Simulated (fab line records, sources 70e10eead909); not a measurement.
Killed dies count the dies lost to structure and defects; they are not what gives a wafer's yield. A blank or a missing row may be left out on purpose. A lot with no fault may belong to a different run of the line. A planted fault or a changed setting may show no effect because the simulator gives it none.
Problem report in the 8D (eight disciplines) form, filled by code :: flow nandHarc :: the parts of the form that need people (team, actions taken, sign-off) are left out

== 1. PROBLEM STATEMENT ==
Wafers without a fault read 232.5 s, standard deviation 0.41; runLengthS at NHARC_A_STAIRCASE_TRIM_22 reads a mean of 293.6 s on 2 wafers belonging to 2 lots. That is +99 or more standard deviations from the usual mean.
The step: chemistry O2, time 211.2 s.
Earliest sighting: wafer L621.5 on rieDiel-07 at day 19 02:08. At this step, 42 wafers from 14 lots have a number in the record. Rule for "out", or "out of limits": more than 4 standard deviations from the usual mean. All remaining wafers that have a number are taken as sound.

== 2. WHAT IT IS AND WHAT IT IS NOT ==
question: which readings at this step
is: runLengthS
is not: drypumpMotorCurrentA, oesProductAu, rfVppV, showerheadPlenumPTorr, throttleValvePct

question: which lots
is: L621, L625
is not: L616, L618, L622, L623, L629, L631, L632, L633, L634, L635, L637, L638

question: which wafers of those lots
is: L621.5, L625.6
is not: L621.2, L621.3, L625.1, L625.3

question: read on which tools
is: rieDiel-07
is not: rieDiel-06, rieDiel-11

question: when
is: from day 19 02:08
is not: up to then (11 sound wafers); but 29 sound wafers of L623, L625, L629, L631, L632, L633, L634, L635, L637, L638 came after

== 3. THE SUSPECTS, EACH WITH WHAT RULES IT OUT ==
Counting: if a tool at a process step up to the reading ran every lot that is out, it stays a suspect. Sound lots after the first of them don't rule it out here, since some wafers of a struck lot are sound.
- rieDiel-06 at NHARC_A_STAIRCASE_ETCH_15 (etches the open film in C4F8/O2, target depth 100 nm, time 40.5 s): kept. Ran every lot that is out, first one L621 (day 19 02:08); last sound lot up to then L618 (day 16 11:05). NHARC_A_STAIRCASE_ETCH_15 gives no start for some lots, so the hours and the order of its lots are those of NHARC_A_STAIRCASE_TRIM_22.
- rieDiel-06 at NHARC_A_STAIRCASE_TRIM_16 (chemistry O2, time 211.2 s): kept. Ran every lot that is out, first one L621 (day 19 02:08); last sound lot up to then L618 (day 16 11:05). NHARC_A_STAIRCASE_TRIM_16 gives no start for some lots, so the hours and the order of its lots are those of NHARC_A_STAIRCASE_TRIM_22.
- rieDiel-07 at NHARC_A_STAIRCASE_TRIM_22 (chemistry O2, time 211.2 s): kept. Ran every lot that is out, first one L621 (day 19 02:08); last sound lot up to then L622 (day 18 21:13). Out on those wafers are its own readings of runLengthS.
- At NHARC_A_STAIRCASE_TRIM_22, inside rieDiel-07: chamber 0 took the wafers that are out, while their sound lot-mates went through chambers 1, 2, 3.
After the count, these remain: rieDiel-06 at NHARC_A_STAIRCASE_ETCH_15, rieDiel-06 at NHARC_A_STAIRCASE_TRIM_16 and rieDiel-07 at NHARC_A_STAIRCASE_TRIM_22.

== 4. THE CAUSE (what the simulator had put in) ==
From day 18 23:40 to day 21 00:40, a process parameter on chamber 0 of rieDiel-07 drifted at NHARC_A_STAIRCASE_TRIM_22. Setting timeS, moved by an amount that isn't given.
Counting leaves 3 suspects; this tool is one of them.

== 5. SEQUENCE OF EFFECTS, ordered by route ==
Rows list readings where the struck wafers' mean (over those with a number) sits beyond 3 standard deviations from the usual. Readings are gone through only where the record gives a usual standard deviation; hours: the median, over the lots, of the time from a lot's start at the first step in this table giving one to that lot's start at this step; sigmas: the change measured in usual standard deviations.
hours: 0
step: NHARC_A_STAIRCASE_TRIM_22
reading: runLengthS
usual: 232.5 s
on struck wafers: 293.6
change: +61.1
sigmas: +99 or more
The process steps in it:
- NHARC_A_STAIRCASE_TRIM_22: chemistry O2, time 211.2 s.

== 6. WHAT WOULD HAVE CAUGHT IT SOONER ==
First out-of-limits reading in this record: day 19 02:08, which is 2 hours after fault onset at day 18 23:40.
